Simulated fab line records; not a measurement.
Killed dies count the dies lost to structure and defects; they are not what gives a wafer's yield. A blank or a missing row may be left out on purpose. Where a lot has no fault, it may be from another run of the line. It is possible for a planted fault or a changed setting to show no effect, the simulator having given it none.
Chamber matching    flow nand_harc    NHARC_A_CONTACT_ETCH_88 on rie_diel-04 has 4 sister chambers
The step etches the open film in CF4, target depth 39 nm, time 65 s. 8 wafers are shown with their chamber, then 7 later ones without.

## WAFERS, EACH WITH ITS CHAMBER
wafer   chamber  drypump_motor_current_A (A)  showerhead_plenum_p_Torr (Torr)
L075.6  0        5.4                          1.65
L079.1  3        5.4                          1.72
L079.2  1        4.9                          1.69
L079.6  3        5.4                          1.72
L081.5  1        4.8                          1.69
L081.6  2        6.0                          1.67
L089.3  2        6.0                          1.66
L089.4  0        5.4                          1.90

## WAFERS WHOSE CHAMBER IS MISSING
wafer   drypump_motor_current_A (A)  showerhead_plenum_p_Torr (Torr)
L089.6  4.9                          1.69
L091.1  5.4                          1.71
L091.4  6.0                          1.66
L091.5  6.0                          1.66
L095.1  5.4                          1.89
L095.4  4.8                          1.68
L095.6  5.4                          1.71

## EACH ONE'S CHAMBER
wafer   from the rows above      in truth
L089.6  1                        1
L091.1  can't be placed: 3 or 0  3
L091.4  2                        2
L091.5  2                        2
L095.1  can't be placed: 0 or 3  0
L095.4  1                        1
L095.6  can't be placed: 3 or 0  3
4 of 7 placed correctly. Unplaceable from these rows: 3, with the true chamber sitting among the candidates in 3. Wrongly placed: 0.
How it was worked out, from the rows above alone: a wafer's distance from a chamber is the root of the sum, over the readings, of the square of ((its reading less the chamber's mean) divided by the reading's scatter). If the next closest chamber is less than 2 further off than the closest, the wafer can't be placed; otherwise it belongs to the closest. For every chamber, the mean is computed from those of its wafers that are shown. The scatter: the root of (the sum of the squares of (reading less its chamber's mean) over the shown wafers, divided by (wafers less chambers)).
